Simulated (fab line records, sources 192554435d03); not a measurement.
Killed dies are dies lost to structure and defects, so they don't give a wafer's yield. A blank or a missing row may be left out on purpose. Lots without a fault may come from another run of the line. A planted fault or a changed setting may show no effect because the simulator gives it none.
A struck lot beside a sound one | flow n5_finfet | 16 steps out of a route of 1938
Sound: wafers L377.1, L377.4, L377.6. Struck: wafers L390.1, L390.4. (L390.6 of the same lot was not struck and is left out.) The cause comes at the end.
At each step with rows: each side's tool, then ch and its chambers, then its first start. Under that, the readings that differ: sound wafers | struck wafers | difference of the means | sigmas: that difference in standard deviations of wafers without a fault.
alike: readings whose means differ by less than 2 such deviations, and words and numbers that are the same on both sides. not compared: withheld readings, readings that some wafer has no value for, bounds like >300 that may hide the same value, and numbers for which the record gives no deviation and whose values overlap.
The two part at a step that has a row with sigmas, a row that says differs or no value, or rows on one side only. Numbers that don't overlap but have no deviation are shown without sigmas and don't part them. A reading that every wafer of one side lacks parts them only if that side has two wafers or more.

first, 2 steps without rows for these wafers: N5_STI_FIN_REVEAL_STRIP_35 (strips Si3N4 in H3PO4, target depth 4 nm, time 39 s); N5_STI_FIN_REVEAL_SRD_21 (time 30 s).
N5_STI_FIN_REVEAL_OXIDATION_33: chemistry O2 PLASMA REMOTE, time 20 s.
  sound on plasma_asher-02 ch 0,1, day 2 13:47; struck on plasma_asher-02 ch 0,1, day 6 02:21
  alike: drypump_motor_current_A, heater_power_w
  not compared: rf_hours_counter_h
then, 2 steps without rows for these wafers: N5_STI_FIN_REVEAL_CLEAN_19 (cleans in O3/DIW, time 120 s); N5_STI_FIN_REVEAL_SRD_23 (time 30 s).
N5_STI_FIN_REVEAL_CD_MEAS_22: target cd 6.238 nm, pitch 28 nm.
  sound on cd_sem-01, day 2 13:56; struck on cd_sem-01, day 6 02:31
  alike: cd_nm
N5_STI_FIN_REVEAL_FIN_H_MEAS_10:
  sound on ocd-02, day 2 13:58; struck on ocd-02, day 6 02:32
  alike: trench_depth_nm
then, 2 steps without rows for these wafers: N5_STI_FIN_REVEAL_PRECLEAN_18 (cleans in SC2, time 45 s); N5_STI_FIN_REVEAL_SRD_28 (time 30 s).
N5_STI_FIN_REVEAL_INSPECT_13: inspects for defects (darkfield).
  sound on defect_inspect-01, day 2 14:04; struck on defect_inspect-01, day 6 02:40
  alike: raw_defect_count
then, 2 steps without rows for these wafers: N5_DUMMY_GATE_PRECLEAN_00 (cleans in O3/DIW, time 60 s); N5_DUMMY_GATE_SRD_01 (time 30 s).
N5_DUMMY_GATE_ALD_02: deposits SiO2, target thk 2 nm, pulse time 1 s.
  sound on ald_sin-02 ch 0,2,3, day 2 14:55; struck on ald_sin-04 ch 1,2, day 6 02:56
  reading                                     | sound | struck  | difference | sigmas
  model.SiO2_of_DUMMY_GATE_ALD_02.thk_nm (nm) | 2 2 2 | 1.2 1.2 | -0.8       |
  alike: heater_power_w, precursor_pulse_height_rel, susceptor_temp_C
then, 1 step without rows for these wafers: N5_DUMMY_GATE_CVD_03 (deposits a-Si from SiH4, target thk 150 nm, time 8042 s).
-- the record jumps here: 5 days lie between the struck wafers' starts before and after (it left off in module DUMMY_GATE and takes up again in module BEOL_M4, whose first step shown is number 1111 of the route) --
N5_BEOL_M4_RC_MEAS_101:
  sound on prober-02 ch 0, day 8 04:49; struck on prober-02 ch 0, day 11 13:32
  reading       | sound       | struck  | difference | sigmas
  ION_P (uA/um) | 459 452 448 | 466 470 | +15        | +2
  alike: DIBL_N, DIBL_P, IOFF_N, IOFF_P, ION_N, SS_N, SS_P, VT_N, VT_P
then, 1 step without rows for these wafers: N5_PASSIVATION_PROBE_49.

WHERE THEY PART
Only at N5_BEOL_M4_RC_MEAS_101, within this record.

WHY: what the simulator had put in
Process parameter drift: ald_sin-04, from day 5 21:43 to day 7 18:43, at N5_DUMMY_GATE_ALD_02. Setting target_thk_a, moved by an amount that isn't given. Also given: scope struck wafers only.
